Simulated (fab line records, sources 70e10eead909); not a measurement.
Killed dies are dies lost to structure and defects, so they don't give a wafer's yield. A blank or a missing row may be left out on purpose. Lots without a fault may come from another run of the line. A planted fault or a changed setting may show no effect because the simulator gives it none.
Chamber matching | flow nand_harc | NHARC_A_SLIT_DEP_25 on pecvd-01: 3 sister chambers
The step deposits SiO2, target thk 200 nm. 6 wafers are shown with their chamber, then 7 later ones without.

WAFERS WITH THEIR CHAMBER
wafer  | chamber | throttle_valve_pct (%) | heater_power_w (W)
L080.4 | 1       | 15.4                   | 588
L082.1 | 2       | 15.7                   | 541
L082.2 | 1       | 15.5                   | 619
L082.4 | 2       | 15.6                   | 396
L084.1 | 0       | 14.6                   | 521
L084.4 | 0       | 14.8                   | 531

WAFERS WITHOUT THEIR CHAMBER
wafer  | throttle_valve_pct (%) | heater_power_w (W)
L084.5 | 15.7                   | 400
L086.1 | 14.5                   | 544
L086.2 | 15.5                   | 610
L086.4 | 14.7                   | 540
L095.1 | 15.7                   | 622
L095.2 | 14.2                   | 509
L095.4 | 14.4                   | 520

WHICH CHAMBER EACH WENT THROUGH
wafer  | from the rows above     | in truth
L084.5 | 2                       | 2
L086.1 | 0                       | 0
L086.2 | 1                       | 1
L086.4 | 0                       | 0
L095.1 | can't be placed: 1 or 2 | 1
L095.2 | 0                       | 0
L095.4 | 0                       | 0
Placed correctly: 6 of 7. Can't be placed from these rows: 1 (the true chamber is among the candidates in 1). Placed wrongly: 0.
How it was worked out, from the rows above alone: a wafer's distance from a chamber is the root of the sum, over the readings, of the square of ((its reading less the chamber's mean) divided by the reading's scatter). The wafer belongs to the nearest chamber; if the next one is less than 2 further off, it can't be placed. A chamber's mean is the mean of its shown wafers. The scatter: the root of (the sum of the squares of (reading less its chamber's mean) over the shown wafers, divided by (wafers less chambers)).
